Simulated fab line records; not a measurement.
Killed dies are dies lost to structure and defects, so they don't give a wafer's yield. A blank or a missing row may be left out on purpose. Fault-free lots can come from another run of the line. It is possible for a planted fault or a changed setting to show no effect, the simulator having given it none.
Chamber matching | flow n5 finfet | N5_BEOL_M2_ETCH_74 on rie diel-01: 4 sister chambers
The step etches underlayer in N2/H2, target depth 6.5 nm, time 5.2 s. 4 wafers are shown with their chamber, then 8 later ones without.

== WAFERS WITH THEIR CHAMBER ==
wafer  | chamber | showerhead plenum p Torr (Torr)
L088.1 | 3       | 2.60
L088.2 | 0       | 2.61
L088.3 | 2       | 2.52
L088.4 | 1       | 2.49

== WAFERS WITH NO CHAMBER GIVEN ==
wafer  | showerhead plenum p Torr (Torr)
L088.5 | 2.52
L088.6 | 2.60
L090.1 | 2.61
L090.3 | 2.59
L090.5 | 2.59
L092.1 | 2.48
L092.2 | 2.52
L092.3 | 2.59

== THE CHAMBER EACH PASSED THROUGH ==
wafer  | from the rows above     | in truth
L088.5 | 2                       | 2
L088.6 | can't be placed: 3 or 0 | 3
L090.1 | can't be placed: 0 or 3 | 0
L090.3 | can't be placed: 3 or 0 | 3
L090.5 | can't be placed: 3 or 0 | 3
L092.1 | 1                       | 1
L092.2 | 2                       | 2
L092.3 | can't be placed: 3 or 0 | 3
3 of 8 placed correctly. Cannot be placed on the basis of these rows: 5; the candidates contain the true chamber in 5. Number placed wrongly: 0.
How it was worked out, from the rows above alone: a wafer's distance from a chamber is the root of the sum, over the readings, of the square of ((its reading less the chamber's mean) divided by the reading's scatter). If the next closest chamber is less than 2 further off than the closest, the wafer can't be placed; otherwise it belongs to the closest. For every chamber, the mean is computed from those of its wafers that are shown. The scatter: with one shown wafer a chamber, the root of the mean of the squares of how far each hidden wafer lies from its nearest shown one.
